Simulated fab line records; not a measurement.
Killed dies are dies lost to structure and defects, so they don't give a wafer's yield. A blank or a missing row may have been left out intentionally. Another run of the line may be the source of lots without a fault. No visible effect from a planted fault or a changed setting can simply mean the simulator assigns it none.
8D (eight disciplines) problem report, filled in by code / flow nand-harc / the parts of the form that need people (team, actions taken, sign-off) are left out

== 1. WHAT WENT WRONG ==
Mean of killed-at-array at NHARC_END_SORT_01: 275 across 6 wafers in 2 lots; on wafers with no fault it is 26 (standard deviation 11). Measured from the usual mean, that is +23 standard deviations.
Earliest sighting: wafer L483.1 on prober-01 at day 22 23:22. Wafers with a number at this step in the record: 6, from 2 lots. By rule, "out" or "out of limits" means more than 4 standard deviations away from the usual mean. Any other wafer with a number is counted as sound.

== 2. WHAT IT IS; WHAT IT IS NOT ==
question=which readings at this step; is=killed-at-array, killed-dies; is not=killed-at-other, killed-at-periphery, killed-open, killed-short
question=which lots; is=L482, L483; is not=-
question=which wafers of those lots; is=all that have a number; is not=-
question=read on which gauges; is=prober-01; is not=-
question=when; is=from day 22 23:22; is not=up to then (0 sound wafers)

== 3. SUSPECTS, AND WHAT RULES EACH OUT ==
Counting: any tool at a process step up to the reading is kept as a suspect provided that every lot that is out went through it and no sound lot did after the first of them.
- the gauge at NHARC_END_SORT_01 is ruled out. All the wafers that are out were read on prober-01, but those of them that NHARC_A_SGD_CUT_ETCH_16 has rows for are out there too, on other tools.
- rie-diel-05 at NHARC_A_SGD_CUT_ETCH_58 (etches the open film in CF4, target depth 39 nm, time 65 s): kept. It ran every lot that is out, first L483 (day 17 17:49), and no sound lot after that.
- rie-diel-05 at NHARC_A_SGD_CUT_ETCH_16 (etches the open film in C4F8/O2/Ar, target depth 310.5 nm, time 155.2 s): kept. It ran every lot that is out, first L483 (day 17 18:17), and no sound lot after that. Out on those wafers are its own readings of run-length-s.
What counting leaves: rie-diel-05 at NHARC_A_SGD_CUT_ETCH_58 and rie-diel-05 at NHARC_A_SGD_CUT_ETCH_16.

== 4. THE CAUSE (what the simulator had put in) ==
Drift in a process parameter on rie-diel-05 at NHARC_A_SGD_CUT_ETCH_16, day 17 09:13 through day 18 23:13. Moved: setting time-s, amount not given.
Of the 2 suspects that counting leaves, this tool is one.

== 5. THE CHAIN OF EFFECTS, in route order ==
Each row: a reading where the mean over the struck wafers with a number is more than 3 standard deviations away from the usual. Readings are gone through only where the record gives a usual standard deviation; hours: the median, over the lots, of the time from a lot's start at the first step in this table giving one to that lot's start at this step; sigmas: the change measured in usual standard deviations.
hours=0; step=NHARC_A_SGD_CUT_ETCH_16; reading=run-length-s; usual=176.5 s; on struck wafers=164.6; change=-11.9; sigmas=-27
hours=123; step=NHARC_END_SORT_01; reading=killed-at-array; usual=26; on struck wafers=275; change=+249; sigmas=+23
hours=123; step=NHARC_END_SORT_01; reading=killed-dies; usual=30; on struck wafers=278; change=+248; sigmas=+22
It contains these process steps:
- NHARC_A_SGD_CUT_ETCH_16: etches the open film in C4F8/O2/Ar, target depth 310.5 nm, time 155.2 s.

== 6. WHAT WOULD HAVE CAUGHT IT SOONER ==
134 hours passed between the start of the fault at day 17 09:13 and the first reading out of limits at a measuring or inspecting step in this record, taken at day 22 23:22.
Tool's own readings at NHARC_A_SGD_CUT_ETCH_16, run-length-s: out on all struck wafers the step has rows for; an alarm limit on them would have tripped on the first.
Each of the lots that are out, 2 in all, had begun NHARC_A_SGD_CUT_ETCH_16 on rie-diel-05 no later than day 22 23:22. None of them would have been spared by holding the tool at that moment.
